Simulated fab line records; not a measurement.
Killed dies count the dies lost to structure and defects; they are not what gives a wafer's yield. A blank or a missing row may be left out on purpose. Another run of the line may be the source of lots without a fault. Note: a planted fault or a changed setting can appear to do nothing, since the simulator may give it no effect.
A lot that was struck, set against a sound lot -- flow n5Finfet -- 38 out of 1938 route steps
Sound: wafers L554.1, L554.4, L554.5. Wafers struck: L570.1, L570.4, L570.5. At the end, the cause is stated.
Per side, at each step with rows, come the tool, then ch with its chambers, and then its first start. Under that, the readings that differ: sound wafers -- struck wafers -- difference of the means -- sigmas: that difference in standard deviations of wafers without a fault.
alike: readings whose means differ by less than 2 such deviations, and words and numbers that are the same on both sides. not compared: withheld readings, readings that some wafer has no value for, bounds like >300 that may hide the same value, and numbers for which the record gives no deviation and whose values overlap.
A row with sigmas, a row that says differs or no value, or rows on one side alone: a step with any of these is where the two part. Numbers that don't overlap but have no deviation are shown without sigmas and don't part them. A reading missing from all wafers of one side parts the sides only when that side holds two or more wafers.

first, 9 steps without rows for these wafers: N5_BEOL_M4_EBR_24; N5_BEOL_M4_SOFTBAKE_23 (time 60 s); N5_BEOL_M4_EXPOSE_25 (exposes mask V3, defocus 5 nm); N5_BEOL_M4_PEB_26 (peb time 60 s); N5_BEOL_M4_DEVELOP_27 (develop time 30 s); N5_BEOL_M4_DESCUM_33 (chemistry O2, time 7 s); N5_BEOL_M4_ETCH_77 (etches underlayer in N2/H2, target depth 6.5 nm, time 5.2 s); N5_BEOL_M4_ETCH_69 (etches SiARC in CF4, target depth 15.6 nm, time 26 s); N5_BEOL_M4_ALD_98 (deposits SiO2, target thk 2.5 nm, pulse time 1 s, co reactant pulse time 1 s).
N5_BEOL_M4_ETCHBACK_99: etches SiO2 in CHF3, target depth 5 nm, time 10.4 s.
  sound on rieDiel-02 ch 1,2,3, day 9 12:53; struck on rieDiel-01 ch 2,3, day 12 23:56
  alike: drypumpMotorCurrentA, oes_ar_750_au, oesProductAu, rfVppV, showerheadPlenumPTorr, throttleValvePct
  not compared: rfHoursCounterH
then, 27 steps without rows for these wafers: N5_BEOL_M4_ETCH_70 (etches SOC in N2/H2, target depth 80 nm, overetch 24 nm, time 130 s); N5_BEOL_M4_STRIP_71 (strips in N2/H2); N5_BEOL_M4_STRIP_78 (strips in N2/H2); N5_BEOL_M4_VIA_ETCH_34 (etches the open film in C4F6/O2, target depth 69.4 nm, time 65.9 s); N5_BEOL_M4_STRIP_83 (strips in C4F6/O2); N5_BEOL_M4_STRIP_36 (strips in N2/H2); N5_BEOL_M4_TRENCH_ETCH_37 (etches SiOC in C4F6/O2, target depth 55.555 nm, time 29.2 s); N5_BEOL_M4_ETCH_41 (etches SiCN in CH3F/O2, target depth 29.9 nm, time 52.5 s); N5_BEOL_M4_STRIP_97 (strips in N2/H2, time 10 s); N5_BEOL_M4_HM_STRIP_39 (strips TiN in peroxide tin strip, target depth 25 nm, time 158 s); N5_BEOL_M4_SRD_40 (time 30 s); N5_BEOL_M4_PRECLEAN_42 (cleans in residue remover, time 60 s); N5_BEOL_M4_SRD_43 (time 30 s); N5_BEOL_M4_DEGAS_44 (time 60 s); N5_BEOL_M4_PRE_CLEAN_45 (time 30 s); N5_BEOL_M4_ALD_84 (deposits TaN, pulse time 2 s, purge time 3 s, co reactant purge time 2 s); N5_BEOL_M4_SURFACE_TREAT_85; N5_BEOL_M4_CVD_47 (deposits Co from CCTBA/H2, target thk 3 nm, time 223.8 s); N5_BEOL_M4_SPUTTER_48 (material Cu, target thk 4.5 nm, time 8.29 s); N5_BEOL_M4_ANNEAL_49 (time 240 s); N5_BEOL_M4_SPUTTER_79 (material Cu, target thk 4.5 nm, time 8.29 s); N5_BEOL_M4_ANNEAL_80 (time 240 s); N5_BEOL_M4_SPUTTER_81 (material Cu, target thk 4.5 nm, time 8.29 s); N5_BEOL_M4_ANNEAL_82 (time 240 s); N5_BEOL_M4_SPUTTER_86 (material Cu, target thk 4.5 nm, time 8.29 s); N5_BEOL_M4_ANNEAL_87 (time 240 s); N5_BEOL_M4_SPUTTER_88 (material Cu, target thk 4.5 nm, time 8.29 s).
-- record jumps: 5 days separate the struck wafers' starts on either side; left off in module BEOL_M4, taken up again in module PASSIVATION, whose first shown step is the route's number 1936 --
N5_PASSIVATION_PROBE_49:
  sound on prober-01 at day 14 08:19; struck on prober-01 at day 17 16:04
reading,sound,struck,difference,sigmas
defectLimitedYield (%),89.8 90.3 88.7,81.1 85.9 85.3,-5.5,-4
killed_at_M0_to_M3,46 52 64,33 33 22,-25,-2
killed_at_M4_up,18 10 15,147 104 115,+108,+21
killedDies,120 114 133,223 166 174,+65,+4
killedOnRim,21 18 18,31 31 29,+11,+3
killedOpen,83 76 95,62 48 46,-33,-3
sort_bin_4_leakage (%),0 0 0,0.17 0 0.08,+0.08,+2
sort_bin_5_function (%),5.8 5.0 6.9,10.8 7.5 8.1,+2.9,+3
sortNPass,1060 1066 1047,955 1014 1005,-66,-4
sortYieldPct (%),89.8 90.3 88.7,80.9 85.9 85.2,-5.6,-4
  alike: killedAtContacts, killedAtFrontEnd, killedAtOther, killedShort, sort_bin_6_memory

WHERE THEY PART
Only at N5_PASSIVATION_PROBE_49, within this record.

WHY: the cause the simulator had injected
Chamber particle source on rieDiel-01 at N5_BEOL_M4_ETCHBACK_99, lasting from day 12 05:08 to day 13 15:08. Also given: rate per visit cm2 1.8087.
